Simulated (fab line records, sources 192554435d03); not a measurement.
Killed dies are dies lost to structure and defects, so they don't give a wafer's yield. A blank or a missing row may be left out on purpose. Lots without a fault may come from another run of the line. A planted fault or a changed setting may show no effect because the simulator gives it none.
A struck lot beside a sound one | flow n5_finfet | 38 steps out of a route of 1938
Sound: wafers L232.2, L232.3, L232.6. Struck: wafers L215.3, L215.6. The cause comes at the end.
At each step with rows: each side's tool, then ch and its chambers, then its first start. Under that, the readings that differ: sound wafers | struck wafers | difference of the means | sigmas: that difference in standard deviations of wafers without a fault.
alike: readings whose means differ by less than 2 such deviations, and words and numbers that are the same on both sides. not compared: withheld readings, readings that some wafer has no value for, bounds like >300 that may hide the same value, and numbers for which the record gives no deviation and whose values overlap.
The two part at a step that has a row with sigmas, a row that says differs or no value, or rows on one side only. Numbers that don't overlap but have no deviation are shown without sigmas and don't part them. A reading that every wafer of one side lacks parts them only if that side has two wafers or more.

first, 11 steps without rows for these wafers: N5_FIN_SAQP_DESCUM_21 (chemistry O2, time 7.9 s); N5_FIN_SAQP_ETCH_51 (etches SiARC in CF4, target depth 45.5 nm, time 75.8 s); N5_FIN_SAQP_ETCH_52 (etches SOC in N2/H2, target depth 100 nm, overetch 20 nm, time 150 s); N5_FIN_SAQP_STRIP_53 (strips in N2/H2); N5_FIN_SAQP_HM_OPEN_73 (chemistry CHF3/O2, target SiO2, stops on a-Si, target depth 12 nm, time 16.8 s); N5_FIN_SAQP_STRIP_74 (strips in CHF3/O2); N5_FIN_SAQP_MANDREL_ETCH_22 (etches a-Si in HBr/Cl2, stops on SiNx, target depth 60 nm, bt time 10 s, time 30 s); N5_FIN_SAQP_STRIP_55 (strips in N2/H2); N5_FIN_SAQP_STRIP_23 (strips in SPM, time 750 s); N5_FIN_SAQP_SRD_66 (time 30 s); N5_FIN_SAQP_RECESS_75 (chemistry HF/NH3, target SiO2, target depth 14.4 nm, afs cycles 3, sublimation time 60 s).
N5_FIN_SAQP_SPACER1_ALD_24: deposits SiO2, target thk 20.3 nm, pulse time 1 s, purge time 2 s.
  sound on ald_sin-02 ch 1,3, day 7 10:55; struck on ald_sin-02 ch 2, day 3 05:37
  reading                                           | sound          | struck    | difference | sigmas
  ald_cycles                                        | 218 218 218    | 315 315   | +97        |
  model.SiO2_of_FIN_SAQP_SPACER1_ALD_24.thk_nm (nm) | 20.2 20.2 20.2 | 29.2 29.2 | +9.0       |
  alike: heater_power_w, precursor_pulse_height_rel
then, 1 step without rows for these wafers: N5_FIN_SAQP_SPACER1_ETCHBACK_25 (etches SiO2 in CHF3/O2, target depth 24.4 nm, time 12.2 s).
N5_FIN_SAQP_MANDREL1_REMOVE_56: chemistry HBr/Cl2/O2, target a-Si, stops on SiNx, bt time 10 s.
  sound on rie_si-06 ch 0,2,3, day 7 11:43; struck on rie_si-03 ch 0,3, day 3 06:34
  reading                   | sound        | struck    | difference | sigmas
  model.FIN_SAQP.cd_nm (nm) | 20 20.2 20.2 | 29.4 29.2 | +9.2       |
  alike: chamber_pressure_mTorr, drypump_motor_current_A, oes_product_au, throttle_valve_pct
  not compared: rf_hours_counter_h
N5_FIN_SAQP_CD_MEAS_27: target cd 20 nm.
  sound on cd_sem-03 ch 0, day 7 11:49; struck on cd_sem-02 ch 0, day 3 06:41
  reading    | sound             | struck      | difference | sigmas
  cd_nm (nm) | 20.17 20.25 20.56 | 29.37 29.15 | +8.93      | +39
then, 21 steps without rows for these wafers: N5_FIN_SAQP_ETCH_57 (etches SiNx in CH3F/O2, target depth 32.5 nm, time 46.4 s); N5_FIN_SAQP_ETCH_65 (etches SiO2 in CF4, target depth 4 nm, time 4.4 s); N5_FIN_SAQP_MANDREL_ETCH_58 (etches a-Si in HBr/Cl2, stops on SiNx, target depth 45 nm, bt time 10 s, time 27 s); N5_FIN_SAQP_RECESS_63 (chemistry HF/NH3, target SiO2, target depth 18 nm, afs cycles 3, sublimation time 60 s); N5_FIN_SAQP_COAT_68 (time 60 s, resist thk 100 nm); N5_FIN_SAQP_ETCH_69 (etches SOC in N2/H2, stops on SiNx, target depth 150 nm); N5_FIN_SAQP_ETCH_67 (etches SiNx in CH3F/O2, target depth 30 nm); N5_FIN_SAQP_STRIP_70 (strips in N2/H2); N5_FIN_SAQP_RECESS_71 (chemistry HF/NH3, target SiO2, target depth 3 nm, afs cycles 1, sublimation time 60 s); N5_FIN_SAQP_SPACER2_ALD_28 (deposits SiO2, target thk 8.1 nm, pulse time 1 s, purge time 2 s); N5_FIN_SAQP_SPACER2_ETCHBACK_29 (etches SiO2 in CHF3/O2, target depth 12.2 nm, time 6.1 s); N5_FIN_SAQP_MANDREL2_REMOVE_60 (chemistry HBr/Cl2/O2, target a-Si, stops on SiNx, bt time 10 s); N5_FIN_SAQP_HM_OPEN_33 (chemistry CH3F/O2, target SiNx, target depth 49.4 nm, time 70.6 s); N5_FIN_SAQP_ETCH_34 (etches SiO2 in C4F6/O2, target depth 45 nm, time 15 s); N5_FIN_SAQP_STRIP_77 (strips in N2/H2, time 90 s); N5_FIN_SAQP_ETCH_64 (etches SiO2 in CF4, target depth 1.5 nm); N5_FIN_SAQP_FIN_ETCH_36 (etches the open film in HBr/Cl2/O2, target depth 120 nm, time 50.4 s); N5_FIN_SAQP_PRECLEAN_38 (cleans in O3/DIW, time 45 s); N5_FIN_SAQP_PRECLEAN_45 (cleans in dHF, time 10 s); N5_FIN_SAQP_SRD_39 (time 30 s); N5_FIN_CUT_COAT_18 (time 60 s, resist thk 230 nm).
N5_BEOL_M4_RC_MEAS_101:
  the record has rows for the sound wafers here (prober-01 ch 0, day 14 03:36) and none for the struck ones
-- the record jumps here: 10 days lie between the struck wafers' starts before and after (it left off in module BEOL_M4 and takes up again in module PASSIVATION, whose first step shown is number 1936 of the route) --
N5_PASSIVATION_PROBE_49:
  sound on prober-01, day 18 16:09; struck on prober-01, day 13 14:58
  reading                  | sound          | struck    | difference | sigmas
  defect_limited_yield (%) | 90.4 85.8 90.1 | 0 0       | -89        | -68
  killed_at_M0_to_M3       | 60 94 37       | 22 27     | -39        | -3
  killed_at_front_end      | 30 40 53       | 1136 1126 | +1090      | +99 or more
  killed_dies              | 113 168 117    | 1180 1180 | +1047      | +70
  killed_on_rim            | 14 20 13       | 152 152   | +136       | +34
  sort_bin_5_function (%)  | 6.0 7.8 6.4    | 96.3 96.1 | +89.5      | +96
  sort_n_pass              | 1067 1012 1063 | 0 0       | -1047      | -70
  sort_yield_pct (%)       | 90.4 85.8 90.1 | 0 0       | -89        | -68
  alike: killed_at_M4_up, killed_at_contacts, killed_at_other, killed_open, killed_short, sort_bin_6_memory

WHERE THEY PART
First at N5_FIN_SAQP_CD_MEAS_27; last, within this record, at N5_PASSIVATION_PROBE_49.

WHY: what the simulator had put in
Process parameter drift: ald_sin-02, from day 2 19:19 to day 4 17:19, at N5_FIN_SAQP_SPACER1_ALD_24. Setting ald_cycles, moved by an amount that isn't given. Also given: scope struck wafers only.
